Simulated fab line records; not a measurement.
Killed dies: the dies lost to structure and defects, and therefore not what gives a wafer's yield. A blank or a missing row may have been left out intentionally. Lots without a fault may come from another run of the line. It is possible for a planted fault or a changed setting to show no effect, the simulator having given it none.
Split-lot trial | flow n5Finfet | 21 wafers read from 7 lots, route of 1938 steps

== SPLIT DETAILS ==
At N5_BEOL_M10_PEB_26 (peb time 60 s), the setting pebTimeS was moved away from the recipe's 60 s on 5 of the 21 wafers read, by -7.9% to +21.6%. For the rest of the wafers, this setting stayed at what the recipe calls for.

== THE PATH FROM SPLIT TO READING: the file shows 1 step between them ==
- N5_BEOL_M10_DEVELOP_27: develop time 30 s

== THE READING ==
Shown in nm: cdNm at N5_BEOL_M10_CD_MEAS_28, with target cd 70 nm. Typical for fault-free wafers on this fab line: 70.4 nm, with standard deviation 0.9 nm.

wafer  | tool, chamber at the split | pebTimeS as run, s | against the recipe | cdNm, nm | against lot-mates on the recipe
L075.1 | lithoTrack-04, 0           | 60                 | recipe             | 70.6     | -
L075.4 | lithoTrack-04, 0           | 60                 | recipe             | 70.4     | -
L075.6 | lithoTrack-04, 0           | 60                 | recipe             | 70.8     | -
L076.1 | lithoTrack-05, 0           | 60                 | recipe             | 71.1     | -
L076.4 | lithoTrack-05, 0           | 55.25              | -7.9%              | 68.4     | -2.7
L076.6 | lithoTrack-05, 0           | 55.25              | -7.9%              | 67.2     | -3.9
L078.1 | lithoTrack-05, 0           | 72.33              | +20.6%             | 78.4     | +6.9
L078.2 | lithoTrack-05, 0           | 72.33              | +20.6%             | 78.6     | +7.1
L078.6 | lithoTrack-05, 0           | 60                 | recipe             | 71.5     | -
L085.1 | lithoTrack-05, 0           | 60                 | recipe             | 70.2     | -
L085.4 | lithoTrack-05, 0           | 60                 | recipe             | 68.5     | -
L085.5 | lithoTrack-05, 0           | 60                 | recipe             | 69.1     | -
L089.3 | lithoTrack-05, 0           | 72.93              | +21.6%             | 77.9     | +6.5
L089.5 | lithoTrack-05, 0           | 60                 | recipe             | 71.2     | -
L089.6 | lithoTrack-05, 0           | 60                 | recipe             | 71.7     | -
L093.4 | lithoTrack-03, 0           | 60                 | recipe             | 70.3     | -
L093.5 | lithoTrack-03, 0           | 60                 | recipe             | 69.5     | -
L093.6 | lithoTrack-03, 0           | 60                 | recipe             | 71.4     | -
L097.3 | lithoTrack-03, 0           | 60                 | recipe             | 70.5     | -
L097.5 | lithoTrack-03, 0           | 60                 | recipe             | 71.5     | -
L097.6 | lithoTrack-03, 0           | 60                 | recipe             | 71.0     | -

THE FIT
A straight line over all 21 wafers: cdNm changes by +0.367 nm for each +1% of pebTimeS; r = +0.96; the points scatter about the line by 0.85 nm.
The same after taking each lot's own level away (the mean of its wafers on the recipe; 21 wafers): +0.337 nm for each +1%; r = +0.98; scatter 0.56 nm.
On that fit, the largest move of pebTimeS shifts the reading by 7.3 nm.
The span of the lots' own levels, 69.27 to 71.50 nm, comes to 2.5 times the standard deviation stated above.
The two slopes are in agreement: the lot-to-lot level therefore moves the slope only a little.
Check: for one of the wafers moved furthest among these (+21.6%), held out of the fit, the line's prediction against its lot-mates is +7.52 nm. It came out at +6.45 nm against them.

== FURTHER SPLITS ON THESE WAFERS ==
Note: prior to the reading, these wafers also went through further splits. Each is held against what the fit with the lots' levels taken away leaves over:
other split on the same wafers | wafers away from the commonest value | r with cdNm (lot level and that fit taken away)
N5_BEOL_M7_ETCH_62 sourceW     | 10                                   | +0.05
N5_BEOL_M8_COAT_22 spinRpm     | 7                                    | -0.16
N5_BEOL_M10_COAT_63 spinRpm    | 2                                    | +0.01

== THE FILE'S OWN FIT ==
cdNm changes by +0.324 nm for each +1% of pebTimeS, r = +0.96.
